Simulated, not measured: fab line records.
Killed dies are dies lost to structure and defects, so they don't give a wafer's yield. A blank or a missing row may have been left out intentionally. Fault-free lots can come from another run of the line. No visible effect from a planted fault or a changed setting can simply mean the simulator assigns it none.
fab line records / flow nand-harc
record lots=5 wafers=15 last-day=23
route steps=1159 shown A_CONTACT@870 END@1159
lots untouched by any fault: they come from a run of this same line in which no faults occurred
start-h: hours from the record's opening day to when the first of the lot's shown wafers began / wait-h: hours since the lot's step before / " unchanged from the row above / L1.1+2: a single row standing in for several wafers / - no value present, or no start provided / * or withheld: withheld / < > ~ a bound
route shown NAME@n: a module of which the file shows steps, and the number in the route of the first / usual: mean and standard deviation over wafers with no fault / same: alike in all rows / chamber/n: place in a boat / sites: the reading at each site / _std_site: standard deviation of those values / _edge_site: outer sites' mean less inner sites' / radius-mm: for every site, how far away it sits from the centre of the wafer / mask NAME#n: copy n / behind: tool/chamber where the wafer was last shaped / hold: what put the lot on hold/how long, in hours/how the hold closed / device: whichever transistor did not switch (one of n, p or np) / end of line: the route-end tests of the same wafers / for a step that has no rows: nothing shown but its recipe / killed: dies that structure and defects cost at the first sort, which is not the same as the wafer's yield / map: a wafer's dies, marking killed ones x, the rest . and places with no die _
set.NAME: the run value of the setting; set.NAME@STEP: its run value at that earlier step / model.NAME: the simulator's own value behind a step, which no gauge read
lots at selected steps of the route; one table per step, one row per wafer
services: the hour from which a tool's chamber was out of use, counted from the record's first day as start-h (under 0 if before that day), plus the number of hours and why
## steps
# step NHARC_A_CONTACT_ETCH_119
# recipe source-w=withheld pressure-mtorr=20 bias-v=3000 time-s=94 target-depth-a=9220 ar-flow-sccm=withheld c4f8-flow-sccm=withheld o2-flow-sccm=withheld chemistry=C4F8/O2/Ar
# step NHARC_A_CONTACT_ETCH_120
# recipe source-w=withheld pressure-mtorr=20 bias-v=3000 time-s=94 target-depth-a=9220 ar-flow-sccm=withheld c4f8-flow-sccm=withheld o2-flow-sccm=withheld chemistry=C4F8/O2/Ar
# step NHARC_A_CONTACT_ETCH_121
# recipe source-w=withheld pressure-mtorr=20 bias-v=3000 time-s=94 target-depth-a=9220 ar-flow-sccm=withheld c4f8-flow-sccm=withheld o2-flow-sccm=withheld chemistry=C4F8/O2/Ar
# step NHARC_A_CONTACT_ETCH_122
# recipe source-w=withheld pressure-mtorr=20 bias-v=3000 time-s=95 target-depth-a=9300 ar-flow-sccm=withheld c4f8-flow-sccm=withheld o2-flow-sccm=withheld chemistry=C4F8/O2/Ar
# step NHARC_A_CONTACT_ETCH_123
# recipe source-w=withheld pressure-mtorr=20 bias-v=400 time-s=253 target-depth-a=10900 ar-flow-sccm=withheld c4f8-flow-sccm=11.5 o2-flow-sccm=7.2 chemistry=C4F8/O2/Ar
# step NHARC_A_CONTACT_ETCH_90
# recipe target-depth-a=400 over-etch-frac=0.5 time-s=85.7 ion-energy-ev=120 ch3f-flow-sccm=50 o2-flow-sccm=30 ar-flow-sccm=200 rf-w=500 bias-w=100 chemistry=CH3F/O2
# step NHARC_A_CONTACT_ETCH_96
# recipe target-depth-a=200 over-etch-frac=0.5 time-s=10 ion-energy-ev=250 c4f6-flow-sccm=25 o2-flow-sccm=20 ar-flow-sccm=500 rf-w=600 bias-w=500 chemistry=C4F6/O2
# step NHARC_A_CONTACT_STRIP_99
# recipe n2-flow-sccm=150 h2-flow-sccm=150 ar-flow-sccm=0 bias-w=0 chemistry=N2/H2
# step NHARC_A_CONTACT_STRIP_100
# recipe cf4-flow-sccm=100 chf3-flow-sccm=30 ar-flow-sccm=0 bias-w=0 chemistry=CF4/CHF3
# step NHARC_A_CONTACT_STRIP_101
# recipe o2-flow-sccm=400 cos-flow-sccm=20 ar-flow-sccm=0 bias-w=0 chemistry=O2/COS
# step NHARC_A_CONTACT_ETCH_102
# recipe target-depth-a=700 overetch-a=70 time-s=38.5 ion-energy-ev=100 cf4-flow-sccm=80 o2-flow-sccm=20 ar-flow-sccm=0 rf-w=300 bias-w=100 chemistry=CF4/O2
# step NHARC_A_CONTACT_STRIP_55
# recipe o2-flow-sccm=500 ar-flow-sccm=0 bias-w=0 chemistry=O2
# usual drypump-motor-current-A=5.8/0.46 oes-product-au=1.002/0.0077 rf-vpp-V=57.9/0.8 showerhead-plenum-p-Torr=3.60/0.12 throttle-valve-pct=17.036/0.0097
lot.wafer=L398.3 tool=rie-diel-12 chamber=0 start-h=418.01 wait-h=- drypump-motor-current-A=5.4 oes-product-au=1.011 rf-hours-counter-h=4 rf-vpp-V=57.2 showerhead-plenum-p-Torr=3.49 throttle-valve-pct=17.040
lot.wafer=L398.4 tool=rie-diel-12 chamber=2 start-h=418.01 wait-h=- drypump-motor-current-A=6.3 oes-product-au=1.010 rf-hours-counter-h=4 rf-vpp-V=57.8 showerhead-plenum-p-Torr=3.74 throttle-valve-pct=17.045
lot.wafer=L398.5 tool=rie-diel-12 chamber=1 start-h=418.01 wait-h=- drypump-motor-current-A=6.2 oes-product-au=1.000 rf-hours-counter-h=- rf-vpp-V=57.6 showerhead-plenum-p-Torr=3.64 throttle-valve-pct=17.046
lot.wafer=L397.3 tool=rie-diel-09 chamber=3 start-h=429.63 wait-h=- drypump-motor-current-A=5.3 oes-product-au=0.995 rf-hours-counter-h=64 rf-vpp-V=58.2 showerhead-plenum-p-Torr=3.58 throttle-valve-pct=17.036
lot.wafer=L397.1 tool=rie-diel-09 chamber=2 start-h=429.63 wait-h=- drypump-motor-current-A=5.4 oes-product-au=1.028 rf-hours-counter-h=67 rf-vpp-V=58.0 showerhead-plenum-p-Torr=3.62 throttle-valve-pct=17.034
lot.wafer=L397.5 tool=rie-diel-09 chamber=3 start-h=429.63 wait-h=- drypump-motor-current-A=5.3 oes-product-au=1.004 rf-hours-counter-h=- rf-vpp-V=57.0 showerhead-plenum-p-Torr=3.58 throttle-valve-pct=17.018
lot.wafer=L407.3 tool=rie-diel-12 chamber=3 start-h=459.81 wait-h=- drypump-motor-current-A=5.3 oes-product-au=0.998 rf-hours-counter-h=15 rf-vpp-V=58.7 showerhead-plenum-p-Torr=3.68 throttle-valve-pct=17.046
lot.wafer=L407.4 tool=rie-diel-12 chamber=0 start-h=459.81 wait-h=- drypump-motor-current-A=5.4 oes-product-au=1.006 rf-hours-counter-h=13 rf-vpp-V=57.6 showerhead-plenum-p-Torr=3.48 throttle-valve-pct=17.029
lot.wafer=L407.2 tool=rie-diel-12 chamber=1 start-h=459.81 wait-h=- drypump-motor-current-A=6.1 oes-product-au=1.004 rf-hours-counter-h=13 rf-vpp-V=59.4 showerhead-plenum-p-Torr=3.63 throttle-valve-pct=17.044
lot.wafer=L406.1 tool=rie-diel-12 chamber=2 start-h=476.94 wait-h=- drypump-motor-current-A=6.3 oes-product-au=0.999 rf-hours-counter-h=17 rf-vpp-V=57.3 showerhead-plenum-p-Torr=3.74 throttle-valve-pct=17.034
lot.wafer=L406.2 tool=rie-diel-12 chamber=1 start-h=476.94 wait-h=- drypump-motor-current-A=6.2 oes-product-au=1.009 rf-hours-counter-h=15 rf-vpp-V=57.9 showerhead-plenum-p-Torr=3.63 throttle-valve-pct=17.048
lot.wafer=L406.5 tool=rie-diel-12 chamber=3 start-h=476.94 wait-h=- drypump-motor-current-A=5.2 oes-product-au=0.993 rf-hours-counter-h=- rf-vpp-V=57.6 showerhead-plenum-p-Torr=3.68 throttle-valve-pct=17.035
lot.wafer=L408.4 tool=rie-diel-12 chamber=3 start-h=480.36 wait-h=- drypump-motor-current-A=5.3 oes-product-au=1.006 rf-hours-counter-h=18 rf-vpp-V=58.8 showerhead-plenum-p-Torr=3.68 throttle-valve-pct=17.034
lot.wafer=L408.6 tool=rie-diel-12 chamber=2 start-h=480.36 wait-h=- drypump-motor-current-A=6.3 oes-product-au=0.999 rf-hours-counter-h=- rf-vpp-V=58.9 showerhead-plenum-p-Torr=3.74 throttle-valve-pct=17.025
lot.wafer=L408.5 tool=rie-diel-12 chamber=3 start-h=480.36 wait-h=- drypump-motor-current-A=5.3 oes-product-au=0.989 rf-hours-counter-h=- rf-vpp-V=58.1 showerhead-plenum-p-Torr=3.68 throttle-valve-pct=17.038
# step NHARC_A_CONTACT_STRIP_56
# recipe time-s=600 temp-c=30 chemistry=post-etch-residue-remover
# step NHARC_A_CONTACT_DEP_57
# recipe target-thk-a=28000 temp-c=400 material=aC
# step NHARC_A_CONTACT_DEP_58
# recipe target-thk-a=600 target-thk-nm=60 temp-c=400 pressure-torr=3.5 flow-sccm=200 rf-w=350 material=SiON
# step NHARC_A_CONTACT_DEHYDRATE_59
# recipe temp-c=150 time-s=120
# step NHARC_A_CONTACT_HMDS_60
# recipe time-s=30
# step NHARC_A_CONTACT_COAT_61
# recipe temp-c=260 time-s=75
# step NHARC_A_CONTACT_COAT_62
# recipe temp-c=225 time-s=65
# step NHARC_A_CONTACT_COAT_63
# recipe spin-rpm=1500 resist-thk-nm=90
# step NHARC_A_CONTACT_SOFTBAKE_64
# recipe temp-c=105 time-s=55
# step NHARC_A_CONTACT_EBR_65
# step NHARC_A_CONTACT_EXPOSE_66
# recipe na=1.35 sigma-outer=0.8 dose-mj=59.02 mask-id=A_CC_2
# step NHARC_A_CONTACT_PEB_67
# recipe peb-temp-c=100 peb-time-s=65
# step NHARC_A_CONTACT_DEVELOP_68
# recipe develop-time-s=35 dev-temp-c=23
# step NHARC_A_CONTACT_DESCUM_74
# recipe time-s=3 o2-flow-sccm=200 ar-flow-sccm=0 bias-power-w=0 chemistry=O2
# step NHARC_A_CONTACT_ETCH_75
# recipe target-depth-a=390 over-etch-frac=0.3 time-s=65 ion-energy-ev=80 cf4-flow-sccm=150 ar-flow-sccm=0 rf-w=300 bias-w=100 chemistry=CF4
# step NHARC_A_CONTACT_ETCH_76
# recipe target-depth-a=2600 over-etch-frac=0.3 time-s=475.3 ion-energy-ev=200 n2-flow-sccm=150 h2-flow-sccm=150 ar-flow-sccm=0 rf-w=400 bias-w=150 chemistry=N2/H2
# step NHARC_A_CONTACT_ETCH_77
# recipe target-depth-a=726 time-s=36.3 cf4-flow-sccm=100 chf3-flow-sccm=30 ar-flow-sccm=0 rf-w=500 bias-w=200 chemistry=CF4/CHF3
# step NHARC_A_CONTACT_ETCH_78
# recipe target-depth-a=28000 over-etch-frac=0.3 time-s=728 ion-energy-ev=150 o2-flow-sccm=400 cos-flow-sccm=20 ar-flow-sccm=0 rf-w=500 bias-w=300 chemistry=O2/COS
# step NHARC_A_CONTACT_ETCH_124
# recipe source-w=withheld pressure-mtorr=20 bias-v=withheld time-s=140 target-depth-a=7000 ar-flow-sccm=withheld c4f8-flow-sccm=withheld o2-flow-sccm=withheld chemistry=C4F8/O2/Ar
# step NHARC_A_CONTACT_ETCH_125
# recipe source-w=withheld pressure-mtorr=20 bias-v=1200 time-s=155 target-depth-a=9560 ar-flow-sccm=withheld c4f8-flow-sccm=withheld o2-flow-sccm=withheld chemistry=C4F8/O2/Ar
# step NHARC_A_CONTACT_ETCH_126
# recipe source-w=withheld pressure-mtorr=20 bias-v=1200 time-s=155 target-depth-a=9560 ar-flow-sccm=withheld c4f8-flow-sccm=withheld o2-flow-sccm=withheld chemistry=C4F8/O2/Ar
# step NHARC_A_CONTACT_ETCH_127
# recipe source-w=withheld pressure-mtorr=20 bias-v=1200 time-s=155 target-depth-a=9560 ar-flow-sccm=withheld c4f8-flow-sccm=withheld o2-flow-sccm=withheld chemistry=C4F8/O2/Ar
# step NHARC_A_CONTACT_ETCH_128
# recipe source-w=withheld pressure-mtorr=20 bias-v=1200 time-s=155 target-depth-a=9560 ar-flow-sccm=withheld c4f8-flow-sccm=withheld o2-flow-sccm=withheld chemistry=C4F8/O2/Ar
# step NHARC_A_CONTACT_ETCH_129
# recipe source-w=withheld pressure-mtorr=20 bias-v=1200 time-s=155 target-depth-a=9560 ar-flow-sccm=withheld c4f8-flow-sccm=withheld o2-flow-sccm=withheld chemistry=C4F8/O2/Ar
# step NHARC_A_CONTACT_ETCH_130
# recipe source-w=withheld pressure-mtorr=20 bias-v=1200 time-s=155 target-depth-a=9560 ar-flow-sccm=withheld c4f8-flow-sccm=withheld o2-flow-sccm=withheld chemistry=C4F8/O2/Ar
# step NHARC_A_CONTACT_ETCH_131
# recipe source-w=withheld pressure-mtorr=20 bias-v=1200 time-s=155 target-depth-a=9560 ar-flow-sccm=withheld c4f8-flow-sccm=withheld o2-flow-sccm=withheld chemistry=C4F8/O2/Ar
# step NHARC_END_SORT_01
# recipe temp-c=25
# usual killed-at-array=29/9.4 killed-at-other=0.7/1.3 killed-at-periphery=2.9/2.1 killed-dies=32/9 killed-open=3.3/1.8 killed-short=1.9/1.4
# same gross-dies=677
lot.wafer=L407.2 tool=prober-01 chamber=0 start-h=538.03 wait-h=2.8 killed-at-array=83 killed-at-other=3 killed-at-periphery=1 killed-dies=87 killed-open=2 killed-short=3
lot.wafer=L407.3 tool=prober-01 chamber=0 start-h=538.83 wait-h=3.1 killed-at-array=119 killed-at-other=4 killed-at-periphery=0 killed-dies=123 killed-open=1 killed-short=0
lot.wafer=L407.4 tool=prober-01 chamber=0 start-h=539.63 wait-h=3.4 killed-at-array=150 killed-at-other=1 killed-at-periphery=2 killed-dies=153 killed-open=1 killed-short=0
lot.wafer=L406.1 tool=prober-02 chamber=0 start-h=555.74 wait-h=2.5 killed-at-array=93 killed-at-other=0 killed-at-periphery=1 killed-dies=94 killed-open=1 killed-short=2
lot.wafer=L406.2 tool=prober-02 chamber=0 start-h=556.54 wait-h=2.8 killed-at-array=70 killed-at-other=0 killed-at-periphery=2 killed-dies=72 killed-open=5 killed-short=0
lot.wafer=L406.5 tool=prober-02 chamber=0 start-h=558.93 wait-h=3.7 killed-at-array=98 killed-at-other=0 killed-at-periphery=1 killed-dies=99 killed-open=0 killed-short=2
lot.wafer=L408.4 tool=prober-01 chamber=0 start-h=558.22 wait-h=3.4 killed-at-array=120 killed-at-other=1 killed-at-periphery=2 killed-dies=123 killed-open=3 killed-short=3
lot.wafer=L408.5 tool=prober-01 chamber=0 start-h=559.03 wait-h=3.7 killed-at-array=124 killed-at-other=2 killed-at-periphery=2 killed-dies=128 killed-open=0 killed-short=0
lot.wafer=L408.6 tool=prober-01 chamber=0 start-h=559.83 wait-h=4.0 killed-at-array=158 killed-at-other=1 killed-at-periphery=2 killed-dies=161 killed-open=4 killed-short=2
# killed by level:class
L407.2 A_STAIRCASE:unspecified=36 A_CONTACT:unspecified=28 A_CONTACT:chamber-film-flake=8 A_CHANNEL_HOLE_D1:chamber-film-flake=6 THIN_TSV:chamber-film-flake=3 P_CONTACT:geometric-particle:short=1 A_CHANNEL_FILL_D1:geometric-particle:open=1 A_CHANNEL_FILL_D1:geometric-particle:short=1
L407.3 A_STAIRCASE:unspecified=70 A_CONTACT:unspecified=37 A_CHANNEL_HOLE_D1:chamber-film-flake=5 A_CONTACT:chamber-film-flake=4 THIN_TSV:chamber-film-flake=4 A_ZERO_WELL:chamber-film-flake=2 A_WL_FILL:geometric-particle:open=1
L407.4 A_STAIRCASE:unspecified=73 A_CONTACT:unspecified=69 A_CONTACT:chamber-film-flake=4 P_BONDPAD:chamber-film-flake=2 A_CHANNEL_HOLE_D1:chamber-film-flake=2 A_M0:geometric-particle:open=1 A_CHANNEL_FILL_D1:chamber-film-flake=1 THIN_TSV:chamber-film-flake=1
L406.1 A_CONTACT:unspecified=56 A_SLIT:chamber-film-flake=17 A_CHANNEL_HOLE_D1:chamber-film-flake=15 A_CONTACT:chamber-film-flake=3 P_M0:geometric-particle:short=1 A_ONON_D1:geometric-particle:open=1 A_M0:geometric-particle:short=1
L406.2 A_CONTACT:unspecified=24 A_SLIT:chamber-film-flake=21 A_CHANNEL_HOLE_D1:chamber-film-flake=13 A_CONTACT:chamber-film-flake=7 P_M0:geometric-particle:open=2 A_CHANNEL_HOLE_D1:geometric-particle:open=1 A_SGD_CUT:geometric-particle:open=1 A_CONTACT:geometric-particle:open=1
L408.4 A_CONTACT:unspecified=67 A_STAIRCASE:unspecified=43 A_SLIT:chamber-film-flake=4 A_BLC:geometric-particle:short=2 P_M1:geometric-particle:open=1 A_WL_FILL:geometric-particle:open=1 A_CONTACT:geometric-particle:short=1 A_CONTACT:geometric-particle:open=1
L406.5 A_CONTACT:unspecified=74 A_CHANNEL_HOLE_D1:chamber-film-flake=11 A_SLIT:chamber-film-flake=5 A_CONTACT:chamber-film-flake=4 A_BLC:chamber-film-flake=2 P_M1:geometric-particle:short=1 A_WL_FILL:geometric-particle:short=1 A_WL_FILL:chamber-film-flake=1
L408.5 A_STAIRCASE:unspecified=73 A_CONTACT:unspecified=36 A_CHANNEL_HOLE_D1:chamber-film-flake=12 P_GATE:chamber-film-flake=2 A_SLIT:chamber-film-flake=2 THIN_TSV:chamber-film-flake=2 A_CONTACT:chamber-film-flake=1
L408.6 A_STAIRCASE:unspecified=80 A_CONTACT:unspecified=54 A_SLIT:chamber-film-flake=10 A_CHANNEL_HOLE_D1:chamber-film-flake=9 A_WL_FILL:geometric-particle:open=2 P_CONTACT:geometric-particle:short=1 P_M1:geometric-particle:open=1 A_ONON_D1:geometric-particle:open=1
# map L406.5 (x killed, . not)
____________.____________
_________......._________
_______..........._______
______.............______
_____..............._____
____....x..x...x.....____
____....xxxx.........____
___....xxxxx....x.....___
___...xxx.xxx.........___
__....xxxxxxxxx........__
__....xxxxxxxx.........__
_.....xxxxxxxx.........._
_.....xxxxxxx....x......_
_....xxxxxxxx.x........._
_....xxxxxxxx.x........._
_.....xxxxxx............_
....xx.xxxxx.x...........
......xx.x.x....x........
....x..x..x.xx...........
...x.x...................
.....x...................
_......................._
_................x......_
_......................._
_......................._
_......................._
__.....................__
__.....................__
___...................___
___...................___
____.................____
____..x..............____
_____..............._____
______.............______
_______..........._______
_________......._________
____________.____________
# map L407.4 (x killed, . not)
____________.____________
_________......._________
_______...x......._______
______x............______
_____..x............_____
____.................____
____.................____
___...................___
___...................___
__.....................__
__.....................__
_.x.......x............._
_x..xx.................._
_x......................_
_xxxxx.................._
_xxxxx...x.............._
xxxxxxx..................
xxxxxxx..................
xxxxxxx.x........x.......
xxxxxxxxx................
xxxxxxx........x....x....
_xxxxxx................._
_xxxxxxx................_
_xxxxx.xx.xx............_
_xxxx...xxxx............_
_x...x.xxxxx..x........._
__....xxxxxx...........__
__...xxxxxx.x..........__
___...xxxxxxx.........___
___..xxxxxxx.x........___
____.xxxxxxx.........____
____.xxxxxxx.x.......____
_____..xxxx........._____
______xxxxxx.......______
_______...x......._______
_________......._________
____________.____________
## services
tool=rie-diel-09 chamber=0 start-h=410.16 hours=- kind=clean
tool=rie-diel-09 chamber=1 start-h=410.16 hours=- kind=clean
tool=rie-diel-09 chamber=2 start-h=410.16 hours=- kind=clean
tool=rie-diel-09 chamber=3 start-h=410.16 hours=- kind=clean
tool=rie-diel-12 chamber=0 start-h=412.96 hours=- kind=clean
tool=rie-diel-12 chamber=1 start-h=412.96 hours=- kind=clean
tool=rie-diel-12 chamber=2 start-h=412.96 hours=- kind=clean
tool=rie-diel-12 chamber=3 start-h=412.96 hours=- kind=clean
tool=rie-diel-09 chamber=- start-h=431.16 hours=9.0 kind=pm
tool=rie-diel-09 chamber=0 start-h=431.16 hours=9.0 kind=vent-cycle
tool=rie-diel-09 chamber=1 start-h=431.16 hours=9.0 kind=vent-cycle
tool=rie-diel-09 chamber=2 start-h=431.16 hours=9.0 kind=vent-cycle
tool=rie-diel-09 chamber=3 start-h=431.16 hours=9.0 kind=vent-cycle
tool=rie-diel-12 chamber=0 start-h=437.48 hours=- kind=clean
tool=rie-diel-12 chamber=1 start-h=437.48 hours=- kind=clean
tool=rie-diel-12 chamber=2 start-h=437.48 hours=- kind=clean
tool=rie-diel-12 chamber=3 start-h=437.48 hours=- kind=clean
tool=rie-diel-09 chamber=0 start-h=440.16 hours=- kind=clean
tool=rie-diel-09 chamber=0 start-h=440.16 hours=- kind=consumable-replace:showerhead
tool=rie-diel-09 chamber=0 start-h=458.56 hours=6.1 kind=repair
tool=rie-diel-12 chamber=0 start-h=461.98 hours=- kind=clean
tool=rie-diel-12 chamber=1 start-h=461.98 hours=- kind=clean
tool=rie-diel-12 chamber=2 start-h=461.98 hours=- kind=clean
tool=rie-diel-12 chamber=3 start-h=461.98 hours=- kind=clean
## key
first-sign step=NHARC_END_SORT_01 reading=killed-dies direction=up sigmas=9.3 usual=32 struck=116
effect step=NHARC_END_SORT_01 reading=killed-at-array direction=up sigmas=8.9 usual=29 struck=113
more-kills-born-at NHARC_A_CONTACT_STRIP_55@rie-diel-12=444
met-at NHARC_A_CONTACT_STRIP_55
struck-wafers L406.1,L406.2,L406.5,L407.2,L407.3,L407.4,L408.4,L408.5,L408.6
tester-left-out L406,L407,L408
onset-between 418.01 459.81
also-fits time
earlier-fault kind=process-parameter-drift tool=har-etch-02 chamber=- onset-h=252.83 steps=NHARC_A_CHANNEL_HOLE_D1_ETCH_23 channel=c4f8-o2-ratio offset=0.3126 shape=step acts-in=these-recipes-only stated=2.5
earlier-fault kind=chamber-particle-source tool=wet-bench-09 chamber=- onset-h=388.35 steps=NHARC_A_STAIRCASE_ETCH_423 rate-per-visit-cm2=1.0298
fault kind=chamber-particle-source tool=rie-diel-12 chamber=- onset-h=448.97 steps=NHARC_A_CONTACT_STRIP_55 rate-per-visit-cm2=0.56805
# tester-left-out: of these lots the tester's yield and bins aren't shown, on N5 and GAA mostly nor the transistor test; their killed dies are dies lost to structure and defects alone, not to doping, threshold or leakage, so they don't give the yield
